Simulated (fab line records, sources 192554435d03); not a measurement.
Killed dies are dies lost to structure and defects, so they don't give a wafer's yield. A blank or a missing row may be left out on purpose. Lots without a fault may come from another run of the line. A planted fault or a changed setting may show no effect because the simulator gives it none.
fab line records | flow n5_finfet
record lots=10 wafers=29 last_day=19
route steps=1938 shown BEOL_M1@814 BEOL_M4@1111
lots that met no fault: from a run of the same line without faults
start_h: hours from the record's first day to the start of the lot's first wafer shown | wait_h: hours since the lot's step before | " the same as in the row above | L1.1+2: a row that stands for several wafers | - no value, or no start given | * or withheld: withheld | < > ~ a bound
route shown NAME@n: a module of which the file shows steps, and the number in the route of the first | usual: mean/standard deviation of fault-free wafers | same: alike in all rows | chamber/n: place in a boat | sites: the reading at each site | _std_site: their standard deviation | _edge_site: outer sites' mean less inner sites' | radius_mm: how far each site lies from the wafer's centre | mask NAME#n: copy n | behind: the tool/chamber that last shaped the wafer | hold: why the lot was held/for how many hours/how that ended | device: the transistor (n, p or np) that didn't switch | end of line: the same wafers' tests at the end of the route | a step without rows: its recipe alone | killed: dies lost to structure and defects at the first sort, not the wafer's yield | map: a wafer's dies, x killed, . not, _ none there
set.NAME: the setting as run; set.NAME@STEP: as run at that earlier step | model.NAME: the simulator's own value behind a step, which no gauge read
steps of the route over a sample of lots; a table a step, a row a wafer
services: from which hour (start_h, from the record's first day; less than 0 if before it) a tool's chamber was out of use, for how many hours, and why
## steps
# step N5_BEOL_M1_SPUTTER_48
# recipe material=Cu target_thk_a=45 temp_c=-20 chamber_pressure_pa=0.07 power_w=withheld time_s=8.29
# usual throttle_valve_pct=29.7/0.59
# columns lot.wafer tool chamber start_h wait_h throttle_valve_pct
L994.2 pvd_sputter-02 - 131.21 0.1 29.1
L994.4 " - " " 29.7
L994.6 " - " " 30.0
L998.1 pvd_sputter-03 - 159.05 1.4 29.8
L998.4 " - " " 30.7
L998.5 " - " " 29.2
L100.1 pvd_sputter-02 - 168.47 0.1 29.9
L100.4 " - " " 29.5
L102.3 pvd_sputter-03 - 181.94 0.1 30.6
L102.5 " - " " 30.9
L102.6 " - " " 29.1
L106.2 pvd_sputter-02 - 230.62 0.1 29.8
L106.3 " - " " 29.9
L106.5 " - " " 30.1
L109.2 pvd_sputter-03 - 242.96 1.6 29.2
L109.3 " - " " 29.4
L109.5 " - " " 30.6
L111.2 pvd_sputter-01 - 257.94 0.2 31.0
L111.4 " - " " 30.2
L111.6 " - " " 30.2
L115.2 pvd_sputter-01 - 259.88 0.9 29.8
L115.3 " - " " 31.2
L115.6 " - " " 28.5
L113.1 pvd_sputter-02 - 262.58 0.1 30.0
L113.2 " - " " 28.9
L113.6 " - " " 30.1
L116.1 pvd_sputter-02 - 267.17 1.6 29.0
L116.2 " - " " 29.8
L116.4 " - " " 29.6
# step N5_BEOL_M1_ANNEAL_89
# recipe temp_c=400 time_s=240 ambient=vacuum
# usual heater_power_w=855/83
# columns lot.wafer tool chamber start_h wait_h heater_power_w
L994.2 pvd_sputter-02 - 132.17 0.0 887
L994.4 " - " " 786
L994.6 " - " " 833
L998.1 pvd_sputter-03 - 160.01 0.0 1005
L998.4 " - " " 727
L998.5 " - " " 802
L100.1 pvd_sputter-02 - 169.43 0.0 813
L100.4 " - " " 977
L102.3 pvd_sputter-03 - 182.90 0.0 714
L102.5 " - " " 739
L102.6 " - " " 801
L106.2 pvd_sputter-02 - 231.58 0.0 949
L106.3 " - " " 810
L106.5 " - " " 798
L109.2 pvd_sputter-03 - 243.92 0.0 828
L109.3 " - " " 813
L109.5 " - " " 729
L111.2 pvd_sputter-01 - 258.90 0.0 815
L111.4 " - " " 714
L111.6 " - " " 718
L113.1 pvd_sputter-02 - 263.54 0.0 854
L113.2 " - " " 908
L113.6 " - " " 808
L116.1 pvd_sputter-02 - 268.13 0.0 881
L116.2 " - " " 810
L116.4 " - " " 939
L115.2 pvd_sputter-01 - 271.64 0.0 886
L115.3 " - " " 810
L115.6 " - " " 828
# step N5_BEOL_M1_CMP_52
# recipe stop_on=SiOC t_overpolish_s=6.8 down_force_psi=1 platen_rpm=50 clearing_platen_down_force_psi=1.5 clearing_platen_rpm=50 post_cmp_clean=cu_alkaline target_thk_nm=40 clearing_platen_pad_velocity_m_s=0.99484 pad_velocity_m_s=0.99484
# usual barrier_field_endpoint_s=24.7/0.58 head_pressure_psi=1.0001/0.0022 motor_current_A=6.0/0.46 overpolish_run_s=6.799/0.0082 slurry_filter_dp_kPa=13.50/0.14 time_to_endpoint_s=62.0/2.9
# columns lot.wafer tool chamber start_h wait_h barrier_field_endpoint_s head_pressure_psi motor_current_A overpolish_run_s slurry_filter_dp_kPa time_to_endpoint_s
L994.4 cmp-04 3 133.54 0.2 25.3 1.0010 5.9 6.810 13.57 62.3
L994.2 " 0 " " 23.8 0.9991 5.4 6.781 13.26 57.8
L994.6 " 2 " " 24.6 1.0004 6.0 6.799 13.76 58.3
L998.1 cmp-02 2 161.41 0.4 41.1 0.3364 4.9 0.033 13.68 64.9
L998.4 " 1 " " 41.1 0.3348 4.4 0.032 13.63 63.4
L998.5 " 3 " " 41.1 0.3329 5.0 0.031 13.34 58.3
L100.4 cmp-02 0 170.77 0.2 41.1 0.3327 4.8 0.039 13.28 64.1
L100.1 " 1 " " 41.1 0.3365 4.2 0.033 13.72 66.9
L102.3 cmp-03 0 184.38 0.4 24.9 1.0001 6.1 6.797 13.46 63.0
L102.6 " 1 " " 24.9 1.0007 5.7 6.799 13.52 58.5
L102.5 " 2 " " 24.2 1.0020 6.0 6.791 13.43 55.6
L106.2 cmp-03 1 232.91 0.2 23.8 1.0032 5.7 6.793 13.63 62.7
L106.3 " 2 " " 24.6 1.0005 6.3 6.812 13.46 61.3
L106.5 " 0 " " 25.4 0.9950 6.6 6.797 13.62 66.3
L109.2 cmp-04 3 245.25 0.2 24.4 1.0005 5.9 6.791 13.52 63.6
L109.3 " 0 " " 24.0 1.0022 5.3 6.809 13.47 59.9
L109.5 " 2 " " 24.4 1.0034 6.1 6.797 13.63 59.4
L111.2 cmp-03 1 260.19 0.2 24.8 1.0003 6.0 6.798 13.93 58.6
L111.4 " 3 " " 24.7 1.0034 6.8 6.813 13.42 59.5
L111.6 " 1 " " 25.1 0.9985 5.7 6.801 13.28 60.6
L113.1 cmp-04 3 264.98 0.4 24.3 1.0004 5.9 6.806 13.45 61.8
L113.2 " 1 " " 25.5 0.9983 5.5 6.820 13.52 66.5
L113.6 " 0 " " 25.3 1.0008 5.4 6.791 13.73 61.9
L116.4 cmp-03 1 269.44 0.1 24.7 0.9964 5.8 6.803 13.39 62.5
L116.2 " 2 " " 24.6 1.0011 6.4 6.796 13.60 62.8
L116.1 " 3 " " 25.0 1.0008 6.4 6.804 13.38 62.3
L115.3 cmp-03 2 272.93 0.2 23.9 1.0019 6.5 6.795 13.33 60.6
L115.2 " 1 " " 24.6 0.9973 5.7 6.804 13.52 63.7
L115.6 " 2 " " 24.0 1.0023 6.3 6.806 13.35 61.8
# step N5_BEOL_M1_PRE_CLEAN_60
# recipe gas=NH3/H2 time_s=15 temp_c=* rf_power_w=300
# usual heater_power_w=90/12
# columns lot.wafer tool chamber start_h wait_h heater_power_w
L994.2 cvd_co-02 1 133.86 0.1 83
L994.4 " 0 " " 85
L994.6 " 2 " " 101
L998.1 cvd_co-02 2 161.81 0.1 98
L998.4 " 1 " " 86
L998.5 " 0 " " 84
L100.1 cvd_co-01 1 171.06 0.0 70
L100.4 " 2 " " 100
L102.3 cvd_co-01 0 184.62 0.1 104
L102.5 " 1 " " 69
L102.6 " 2 " " 101
L106.2 cvd_co-01 2 233.20 0.0 105
L106.3 " 1 " " 67
L106.5 " 2 " " 104
L109.2 cvd_co-01 2 245.54 0.0 100
L109.3 " 0 " " 103
L109.5 " 0 " " 105
L111.2 cvd_co-02 0 260.52 0.0 85
L111.4 " 2 " " 101
L111.6 " 1 " " 84
L113.1 cvd_co-01 2 265.43 0.2 100
L113.2 " 1 " " 68
L113.6 " 1 " " 70
L116.1 cvd_co-01 2 269.77 0.0 100
L116.2 " 0 " " 106
L116.4 " 2 " " 100
L115.2 cvd_co-01 0 273.26 0.0 103
L115.3 " 1 " " 70
L115.6 " 2 " " 100
# step N5_BEOL_M4_RC_MEAS_101
# usual DIBL_N=36.0/1.9 DIBL_P=35.6/2.2 IOFF_N=0.15/0.031 IOFF_P=0.19/0.032 ION_N=668/11 ION_P=455/7.2 SS_N=71.5/0.65 SS_P=73.4/0.64 VT_N=251/3.6 VT_P=-253/3.3
# columns lot.wafer tool chamber start_h wait_h DIBL_N[mV/V] DIBL_P[mV/V] IOFF_N[nA/um] IOFF_P[nA/um] ION_N[uA/um] ION_P[uA/um] SS_N[mV/dec] SS_P[mV/dec] VT_N[mV] VT_P[mV]
L994.2 prober-01 0 190.18 0.2 36.4 35.6 0.15 0.21 671 461 70.7 73.6 249 -249
L994.4 " 0 " " 35.7 34.2 0.14 0.19 664 460 70.1 73.3 251 -251
L994.6 " 0 " " 37.5 36.3 0.17 0.22 675 457 71.0 73.7 250 -250
L998.1 prober-01 0 215.89 0.0 34.7 34.5 0.14 0.19 665 458 70.7 72.5 252 -251
L998.4 " 0 " " 40.0 38.0 0.23 0.25 681 457 72.7 74.4 249 -250
L998.5 " 0 " " 37.7 36.0 0.18 0.22 669 465 71.5 74.2 249 -251
L100.1 prober-01 0 241.22 0.0 37.8 38.5 0.18 0.21 682 457 72.4 73.8 249 -252
L100.4 " 0 " " 36.1 37.7 0.16 0.21 677 466 71.5 73.6 248 -252
L102.3 prober-02 0 248.01 0.3 34.0 33.2 0.12 0.19 650 452 71.2 72.7 255 -251
L102.5 " 0 " " 34.2 32.6 0.12 0.17 660 453 71.1 72.7 257 -255
L102.6 " 0 " " 32.9 32.8 0.11 0.17 665 458 71.4 72.7 254 -254
L106.2 prober-01 0 295.37 0.2 38.7 37.3 0.17 0.22 674 461 71.9 74.7 250 -250
L106.3 " 0 " " 37.5 35.6 0.15 0.19 672 454 72.2 73.6 251 -251
L106.5 " 0 " " 37.1 35.4 0.15 0.18 659 446 71.0 73.3 256 -255
L109.2 prober-01 0 305.76 0.2 36.3 38.5 0.16 0.21 666 458 71.4 73.7 248 -253
L109.3 " 0 " " 35.7 36.3 0.16 0.17 666 445 72.0 73.4 249 -258
L109.5 " 0 " " 36.9 38.1 0.18 0.20 668 458 72.0 73.8 251 -256
L111.2 prober-01 0 322.82 0.2 38.0 36.6 0.17 0.21 677 463 70.9 74.0 249 -251
L111.4 " 0 " " 36.8 34.7 0.14 0.18 666 459 71.3 73.7 248 -253
L111.6 " 0 " " 38.8 37.1 0.18 0.21 683 461 72.0 73.4 248 -250
L115.2 prober-02 0 325.97 0.2 38.4 38.5 0.20 0.25 679 460 72.8 73.9 247 -249
L115.3 " 0 " " 35.8 34.8 0.15 0.20 679 463 71.7 73.3 251 -251
L115.6 " 0 " " 36.5 36.0 0.17 0.22 675 465 72.1 74.1 250 -252
L113.1 prober-01 0 331.90 0.0 37.3 36.5 0.17 0.20 679 457 71.4 73.6 247 -251
L113.2 " 0 " " 36.7 35.3 0.15 0.18 665 451 72.2 72.7 250 -253
L113.6 " 0 " " 38.7 39.4 0.21 0.25 686 462 72.4 73.9 243 -251
L116.1 prober-02 0 333.71 0.0 33.1 33.5 0.11 0.13 662 444 70.6 72.9 259 -262
L116.2 " 0 " " 34.7 35.8 0.13 0.16 666 443 71.6 73.6 255 -262
L116.4 " 0 " " 34.6 37.0 0.14 0.17 665 449 71.9 74.3 252 -259
## services
# columns tool chamber start_h hours kind
cmp-04 - 107.69 4.0 repair
cvd_co-01 1 114.67 - clean
cvd_co-01 1 114.67 22.0 scheduled_down
cvd_co-01 1 114.67 22.0 vent_cycle
cmp-04 - 114.98 5.3 pm
pvd_sputter-01 - 133.60 1.9 repair
cmp-03 - 135.22 8.7 pm
cmp-02 - 142.05 4.5 pm
pvd_sputter-01 - 143.27 4.6 repair
cvd_co-01 - 152.87 1.3 repair
cmp-02 - 165.29 0.4 repair
cmp-02 - 165.99 4.0 pm
cmp-02 - 169.99 - consumable_replace:conditioner
cmp-02 - 169.99 - consumable_replace:pad
cmp-02 - 180.29 3.1 pm
cvd_co-01 - 185.44 6.9 pm
cvd_co-01 1 196.74 8.7 repair
cmp-02 - 228.00 4.7 repair
cmp-03 - 238.14 4.0 pm
cmp-03 - 242.14 - consumable_replace:conditioner
cmp-03 - 242.14 - consumable_replace:pad
cvd_co-02 - 251.00 6.0 pm
cmp-03 - 257.10 0.3 repair
cvd_co-02 - 264.18 0.8 repair
## key
first_sign step=N5_BEOL_M1_CMP_52 reading=overpolish_run_s direction=down sigmas=99+ usual=6.799 struck=0.034
effect step=N5_BEOL_M1_CMP_52 reading=head_pressure_psi direction=down sigmas=99+ usual=1.0001 struck=0.3347
met_at N5_BEOL_M1_CMP_52
struck_lots L998,L100
not_acting_at N5_BEOL_M1_SPUTTER_48,N5_BEOL_M1_ANNEAL_89,N5_BEOL_M1_PRE_CLEAN_60
fault kind=process_parameter_drift tool=cmp-02 chamber=- onset_h=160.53 steps=N5_BEOL_M1_CMP_52 channel=down_force_psi offset=-0.66598 shape=step acts_in=these_recipes_only stated=1
